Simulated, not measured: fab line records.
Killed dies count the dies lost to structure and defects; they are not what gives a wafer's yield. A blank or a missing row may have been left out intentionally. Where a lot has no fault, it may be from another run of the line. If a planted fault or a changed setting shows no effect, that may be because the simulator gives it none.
Matching of chambers / flow n5-finfet / rie-diel-06 running N5_DUMMY_REMOVAL_HM_STRIP_01: 4 sister chambers
The step strips SiNx in CH3F/O2, stops on poly-Si, target depth 4 nm, time 6.8 s. 8 wafers are shown with their chamber, then 8 later ones without.

== WAFERS, EACH WITH ITS CHAMBER ==
wafer=L074.3; chamber=3; drypump-motor-current-A (A)=5.8; showerhead-plenum-p-Torr (Torr)=1.90
wafer=L080.3; chamber=2; drypump-motor-current-A (A)=5.5; showerhead-plenum-p-Torr (Torr)=2.03
wafer=L080.4; chamber=1; drypump-motor-current-A (A)=6.2; showerhead-plenum-p-Torr (Torr)=1.97
wafer=L080.5; chamber=0; drypump-motor-current-A (A)=6.5; showerhead-plenum-p-Torr (Torr)=2.09
wafer=L091.1; chamber=3; drypump-motor-current-A (A)=5.8; showerhead-plenum-p-Torr (Torr)=1.89
wafer=L091.2; chamber=1; drypump-motor-current-A (A)=6.3; showerhead-plenum-p-Torr (Torr)=1.97
wafer=L091.3; chamber=2; drypump-motor-current-A (A)=5.5; showerhead-plenum-p-Torr (Torr)=2.02
wafer=L092.1; chamber=0; drypump-motor-current-A (A)=6.5; showerhead-plenum-p-Torr (Torr)=2.09

== WAFERS MISSING THEIR CHAMBER ==
wafer=L092.2; drypump-motor-current-A (A)=5.8; showerhead-plenum-p-Torr (Torr)=1.89
wafer=L092.5; drypump-motor-current-A (A)=5.5; showerhead-plenum-p-Torr (Torr)=2.02
wafer=L094.1; drypump-motor-current-A (A)=6.5; showerhead-plenum-p-Torr (Torr)=2.08
wafer=L094.5; drypump-motor-current-A (A)=6.3; showerhead-plenum-p-Torr (Torr)=1.97
wafer=L094.6; drypump-motor-current-A (A)=6.5; showerhead-plenum-p-Torr (Torr)=2.09
wafer=L096.3; drypump-motor-current-A (A)=5.8; showerhead-plenum-p-Torr (Torr)=1.89
wafer=L096.4; drypump-motor-current-A (A)=6.5; showerhead-plenum-p-Torr (Torr)=2.08
wafer=L096.6; drypump-motor-current-A (A)=5.5; showerhead-plenum-p-Torr (Torr)=2.02

== WHICH CHAMBER EACH ONE RAN IN ==
wafer=L092.2; from the rows above=3; in truth=3
wafer=L092.5; from the rows above=2; in truth=2
wafer=L094.1; from the rows above=0; in truth=0
wafer=L094.5; from the rows above=1; in truth=1
wafer=L094.6; from the rows above=0; in truth=0
wafer=L096.3; from the rows above=3; in truth=3
wafer=L096.4; from the rows above=0; in truth=0
wafer=L096.6; from the rows above=2; in truth=2
Correct placement for 8 of the 8. Number that these rows cannot place: 0. 0 placed wrongly.
How it was worked out, from the rows above alone: a wafer's distance from a chamber is the root of the sum, over the readings, of the square of ((its reading less the chamber's mean) divided by the reading's scatter). If the next closest chamber is less than 2 further off than the closest, the wafer can't be placed; otherwise it belongs to the closest. A chamber's mean is the mean of its shown wafers. How the scatter is found: for the shown wafers, subtract from each reading the mean of its chamber, square and add these, divide the total by (wafers less chambers), then take the root.
